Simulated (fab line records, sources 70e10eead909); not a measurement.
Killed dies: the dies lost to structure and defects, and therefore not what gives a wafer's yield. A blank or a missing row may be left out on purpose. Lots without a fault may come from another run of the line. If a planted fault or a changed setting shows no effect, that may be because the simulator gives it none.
Chamber matching | flow nandHarc | NHARC_A_CONTACT_DESCUM_13 on rieDiel-09 has 4 sister chambers
The step chemistry O2, time 3 s. 24 wafers are shown with their chamber, then 12 later ones without.

== WAFERS WITH THEIR CHAMBER ==
wafer  | chamber | showerheadPlenumPTorr (Torr) | drypumpMotorCurrentA (A) | oesProductAu (a.u.)
L076.2 | 1       | 1.94                         | 5.4                      | 1.010
L076.4 | 2       | 1.77                         | 5.1                      | 0.984
L076.5 | 1       | 1.94                         | 5.4                      | 1.016
L079.1 | 1       | 1.94                         | 5.4                      | 1.014
L079.4 | 2       | 1.77                         | 5.1                      | 1.000
L079.6 | 2       | 1.77                         | 5.2                      | 0.992
L081.3 | 0       | 1.78                         | 5.3                      | 1.000
L081.4 | 1       | 1.94                         | 5.4                      | 1.014
L081.5 | 3       | 2.03                         | 6.0                      | 0.994
L080.1 | 1       | 1.94                         | 5.4                      | 1.020
L080.4 | 0       | 1.78                         | 5.3                      | 0.994
L080.5 | 3       | 2.03                         | 6.0                      | 0.992
L083.3 | 0       | 1.78                         | 5.3                      | 0.995
L083.5 | 1       | 1.94                         | 5.4                      | 1.013
L083.6 | 0       | 1.78                         | 5.3                      | 1.008
L085.1 | 0       | 1.77                         | 5.3                      | 0.997
L085.5 | 0       | 1.77                         | 5.3                      | 0.999
L085.6 | 1       | 1.94                         | 5.4                      | 1.012
L086.1 | 3       | 2.02                         | 6.0                      | 0.992
L086.4 | 2       | 1.77                         | 5.1                      | 1.001
L086.5 | 1       | 1.94                         | 5.4                      | 1.020
L087.2 | 1       | 1.94                         | 5.4                      | 1.018
L087.3 | 3       | 2.02                         | 6.0                      | 0.994
L087.5 | 0       | 1.77                         | 5.3                      | 0.991

SIGNATURES, as means of the wafers listed above
reading               | chamber 0 | chamber 1 | chamber 2 | chamber 3 | scatter within a chamber
showerheadPlenumPTorr | 1.7757    | 1.9400    | 1.7700    | 2.0250    | 0.00368
drypumpMotorCurrentA  | 5.300     | 5.400     | 5.125     | 6.000     | 0.0194
oesProductAu          | 0.99771   | 1.01522   | 0.99425   | 0.99300   | 0.00486
Rule: for a wafer and a chamber, the distance is found by dividing, reading by reading, the gap between the wafer's reading and the chamber's mean by the reading's scatter, squaring, summing and taking the root. The wafer belongs to the nearest chamber; if the next one is less than 2 further off, it can't be placed. The scatter: take each reading less its chamber's mean, square it, sum over the shown wafers, divide by the number of wafers less the number of chambers, and take the root.

== WAFERS WHOSE CHAMBER IS MISSING ==
wafer  | showerheadPlenumPTorr (Torr) | drypumpMotorCurrentA (A) | oesProductAu (a.u.)
L088.1 | 1.94                         | 5.4                      | 1.024
L088.3 | 1.77                         | 5.1                      | 0.985
L088.4 | 2.02                         | 6.0                      | 0.989
L090.2 | 1.77                         | 5.3                      | 0.995
L090.4 | 1.77                         | 5.1                      | 0.994
L090.5 | 2.02                         | 6.0                      | 0.988
L093.2 | 1.76                         | 5.1                      | 0.997
L093.4 | 2.02                         | 6.0                      | 1.010
L093.6 | 1.93                         | 5.4                      | 1.005
L097.1 | 2.02                         | 6.0                      | 1.013
L097.4 | 1.77                         | 5.3                      | 1.006
L097.5 | 2.02                         | 6.0                      | 1.010

== WHICH CHAMBER EACH WENT THROUGH ==
wafer  | from the rows above | in truth
L088.1 | 1                   | 1
L088.3 | 2                   | 2
L088.4 | 3                   | 3
L090.2 | 0                   | 0
L090.4 | 2                   | 2
L090.5 | 3                   | 3
L093.2 | 2                   | 2
L093.4 | 3                   | 3
L093.6 | 1                   | 1
L097.1 | 3                   | 3
L097.4 | 0                   | 0
L097.5 | 3                   | 3
12 of 12 placed correctly. Number that these rows cannot place: 0. 0 placed wrongly.
